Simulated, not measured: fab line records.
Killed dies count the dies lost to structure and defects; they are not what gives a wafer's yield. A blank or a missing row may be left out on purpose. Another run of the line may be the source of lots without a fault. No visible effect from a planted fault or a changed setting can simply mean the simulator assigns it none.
Comparing a struck lot with a sound one + flow nand-harc + 16 steps out of a route of 1302
Sound: the wafers L181.1, L181.3, L181.5. Wafers L185.3, L185.4, L185.5 were the ones struck. Last of all comes the cause.
Order at every step that has rows: each side's tool, ch and its chambers, its first start. Under that, the readings that differ: sound wafers + struck wafers + difference of the means + sigmas: that difference in standard deviations of wafers without a fault.
alike: same words and numbers on both sides, and readings whose means sit less than 2 such deviations apart. not compared: any withheld reading, any reading some wafer has no value for, any bound like >300 that may hide the same value, and any number with overlapping values for which the record gives no deviation.
The two part at a step that has a row with sigmas, a row that says differs or no value, or rows on one side only. When numbers do not overlap yet have no deviation, they are printed without sigmas and do not part them. A reading that every wafer of one side lacks parts them only if that side has two wafers or more.

NHARC_P_START_INSPECT_01:
  struck on defect-inspect-02, day 3 12:02; sound on defect-inspect-01, day 1 20:02
  alike: raw-defect-count
then, 7 steps without rows for these wafers: NHARC_P_ZERO_WELL_PRECLEAN_00 (cleans in SPM, time 600 s); NHARC_P_ZERO_WELL_SRD_01; NHARC_P_ZERO_WELL_PECVD_02 (deposits SiO2, target thk 10 nm); NHARC_P_ZERO_WELL_DEHYDRATE_03 (time 120 s); NHARC_P_ZERO_WELL_HMDS_04 (time 30 s); NHARC_P_ZERO_WELL_COAT_64 (time 65 s); NHARC_P_ZERO_WELL_COAT_05 (resist thk 600 nm).
NHARC_P_ZERO_WELL_SOFTBAKE_06: time 70 s.
  sound on litho-track-07 ch 0, day 1 20:00; struck on litho-track-03 ch 0, day 3 12:00
| reading                  | sound             | struck            | difference | sigmas |
|--------------------------|-------------------|-------------------|------------|--------|
| heater-power-total-W (W) | 200.6 201.3 202.6 | 191.7 193.8 193.9 | -8.4       | -6     |
then, 4 steps without rows for these wafers: NHARC_P_ZERO_WELL_EBR_07; NHARC_P_ZERO_WELL_EXPOSE_08 (exposes mask P ZERO, target cd 500 nm); NHARC_P_ZERO_WELL_PEB_09 (peb time 80 s); NHARC_P_ZERO_WELL_DEVELOP_10 (time 50 s).
NHARC_P_ZERO_WELL_CD_MEAS_11: target cd 500 nm.
  sound on cd-sem-01 ch 0, day 1 21:15; struck on cd-sem-01 ch 0, day 3 13:07
| reading    | sound             | struck            | difference | sigmas |
|------------|-------------------|-------------------|------------|--------|
| cd-nm (nm) | 498.9 498.8 498.5 | 493.0 491.6 490.0 | -7.2       | -5     |
then, 2 steps without rows for these wafers: NHARC_P_ZERO_WELL_HARDBAKE_12 (time 65 s); NHARC_END_SORT_01.

## WHERE THEY PART
At NHARC_P_ZERO_WELL_SOFTBAKE_06 first; at NHARC_P_ZERO_WELL_CD_MEAS_11 last (within this record only).

WHY: what the simulator had put in
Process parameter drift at NHARC_P_ZERO_WELL_SOFTBAKE_06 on litho-track-03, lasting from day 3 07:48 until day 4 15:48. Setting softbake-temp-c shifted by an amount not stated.
